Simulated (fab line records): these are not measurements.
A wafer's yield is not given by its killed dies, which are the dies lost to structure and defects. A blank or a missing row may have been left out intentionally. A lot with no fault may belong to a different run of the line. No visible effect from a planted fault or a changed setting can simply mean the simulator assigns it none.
Split-lot trial :: flow n5Finfet :: 21 wafers read from 7 lots, route of 1938 steps

== THE SPLIT ITSELF ==
At N5_SDB_ETCH_25 (etches SiO2 in C4F6/O2, target depth 10 nm, time 3.3 s), the setting timeS was moved away from the recipe's 3.3 s on 9 of the 21 wafers read, by -21.4% to +14.1%. The other wafers ran this setting at the recipe's value.

Reading taken at the split's own step.

== THE READING ==
etch.depthNm (the simulator's own value, which no gauge read), in nm, at N5_SDB_ETCH_25 (etches SiO2 in C4F6/O2, target depth 10 nm, time 3.3 s). No usual value for it is given in the file. Here, 12 wafers ran the recipe; their average is 9.857 nm with a standard deviation of 0.24 nm.

wafer: L080.3
tool, chamber at the split: rieDiel-01, 3
timeS as run, s: 3.3
against the recipe: recipe
etch.depthNm, nm: 9.924
against lot-mates on the recipe: -

wafer: L080.5
tool, chamber at the split: rieDiel-01, 1
timeS as run, s: 2.595
against the recipe: -21.4%
etch.depthNm, nm: 7.864
against lot-mates on the recipe: -1.939

wafer: L080.6
tool, chamber at the split: rieDiel-01, 2
timeS as run, s: 3.3
against the recipe: recipe
etch.depthNm, nm: 9.682
against lot-mates on the recipe: -

wafer: L082.4
tool, chamber at the split: rieDiel-05, 3
timeS as run, s: 3.3
against the recipe: recipe
etch.depthNm, nm: 10.22
against lot-mates on the recipe: -

wafer: L082.5
tool, chamber at the split: rieDiel-05, 1
timeS as run, s: 3.3
against the recipe: recipe
etch.depthNm, nm: 9.505
against lot-mates on the recipe: -

wafer: L082.6
tool, chamber at the split: rieDiel-05, 3
timeS as run, s: 3.3
against the recipe: recipe
etch.depthNm, nm: 10.1
against lot-mates on the recipe: -

wafer: L083.3
tool, chamber at the split: rieDiel-04, 2
timeS as run, s: 3.3
against the recipe: recipe
etch.depthNm, nm: 10.02
against lot-mates on the recipe: -

wafer: L083.4
tool, chamber at the split: rieDiel-04, 3
timeS as run, s: 3.3
against the recipe: recipe
etch.depthNm, nm: 9.69
against lot-mates on the recipe: -

wafer: L083.5
tool, chamber at the split: rieDiel-04, 2
timeS as run, s: 3.744
against the recipe: +13.5%
etch.depthNm, nm: 11.34
against lot-mates on the recipe: +1.485

wafer: L084.1
tool, chamber at the split: rieDiel-04, 3
timeS as run, s: 3.3
against the recipe: recipe
etch.depthNm, nm: 9.765
against lot-mates on the recipe: -

wafer: L084.3
tool, chamber at the split: rieDiel-04, 2
timeS as run, s: 2.827
against the recipe: -14.3%
etch.depthNm, nm: 8.576
against lot-mates on the recipe: -1.189

wafer: L084.4
tool, chamber at the split: rieDiel-04, 0
timeS as run, s: 2.827
against the recipe: -14.3%
etch.depthNm, nm: 8.49
against lot-mates on the recipe: -1.275

wafer: L086.1
tool, chamber at the split: rieDiel-04, 2
timeS as run, s: 3.764
against the recipe: +14.1%
etch.depthNm, nm: 11.42
against lot-mates on the recipe: +1.621

wafer: L086.4
tool, chamber at the split: rieDiel-04, 0
timeS as run, s: 3.3
against the recipe: recipe
etch.depthNm, nm: 9.799
against lot-mates on the recipe: -

wafer: L086.6
tool, chamber at the split: rieDiel-04, 2
timeS as run, s: 3.764
against the recipe: +14.1%
etch.depthNm, nm: 11.38
against lot-mates on the recipe: +1.581

wafer: L092.1
tool, chamber at the split: rieDiel-01, 2
timeS as run, s: 3.714
against the recipe: +12.5%
etch.depthNm, nm: 10.86
against lot-mates on the recipe: no lot-mate on the recipe

wafer: L092.3
tool, chamber at the split: rieDiel-01, 3
timeS as run, s: 3.714
against the recipe: +12.5%
etch.depthNm, nm: 10.98
against lot-mates on the recipe: no lot-mate on the recipe

wafer: L092.4
tool, chamber at the split: rieDiel-01, 0
timeS as run, s: 3.714
against the recipe: +12.5%
etch.depthNm, nm: 11.3
against lot-mates on the recipe: no lot-mate on the recipe

wafer: L097.2
tool, chamber at the split: rieDiel-05, 3
timeS as run, s: 3.3
against the recipe: recipe
etch.depthNm, nm: 10.04
against lot-mates on the recipe: -

wafer: L097.4
tool, chamber at the split: rieDiel-05, 1
timeS as run, s: 3.3
against the recipe: recipe
etch.depthNm, nm: 9.447
against lot-mates on the recipe: -

wafer: L097.6
tool, chamber at the split: rieDiel-05, 0
timeS as run, s: 3.3
against the recipe: recipe
etch.depthNm, nm: 10.09
against lot-mates on the recipe: -

THE FIT
A straight line over all 21 wafers: etch.depthNm changes by +0.098 nm for each +1% of timeS; r = +0.98; the points scatter about the line by 0.21 nm.
The same after taking each lot's own level away (the mean of its wafers on the recipe; 18 wafers): +0.0985 nm for each +1%; r = +0.97; scatter 0.22 nm.
That fit puts the effect of the largest move of timeS on the reading at 2.1 nm.
The lots' own levels span 9.7650 to 9.9417 nm, that is 0.7 times the standard deviation above.
Hence the lot-to-lot level has little effect on the slope; both slopes agree.
Check: -2.1 nm against its lot-mates is what the line predicts for one of the wafers moved furthest among these (-21.4%) when that wafer is left out of the fit. Against them it came out at -1.94 nm.

== FURTHER SPLITS ON THESE WAFERS ==
Note: prior to the reading, these wafers also went through further splits. Each is held against what the fit with the lots' levels taken away leaves over:
other split on the same wafers: N5_WELL_APT_COAT_02 spinRpm
wafers away from the commonest value: 9
r with etch.depthNm (lot level and that fit taken away): +0.02

other split on the same wafers: N5_FIN_SAQP_PEB_14 pebTimeS
wafers away from the commonest value: 4
r with etch.depthNm (lot level and that fit taken away): +0.16

other split on the same wafers: N5_DUMMY_GATE_COAT_28 spinRpm
wafers away from the commonest value: 6
r with etch.depthNm (lot level and that fit taken away): -0.20

other split on the same wafers: N5_SD_EPI_N_EPI_21 timeS
wafers away from the commonest value: 3
r with etch.depthNm (lot level and that fit taken away): +0.26

other split on the same wafers: N5_SDB_EXPOSE_08 doseMj
wafers away from the commonest value: 6
r with etch.depthNm (lot level and that fit taken away): +0.36

== FILE'S OWN FIT ==
etch.depthNm changes by +0.0977 nm for each +1% of timeS, r = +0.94.
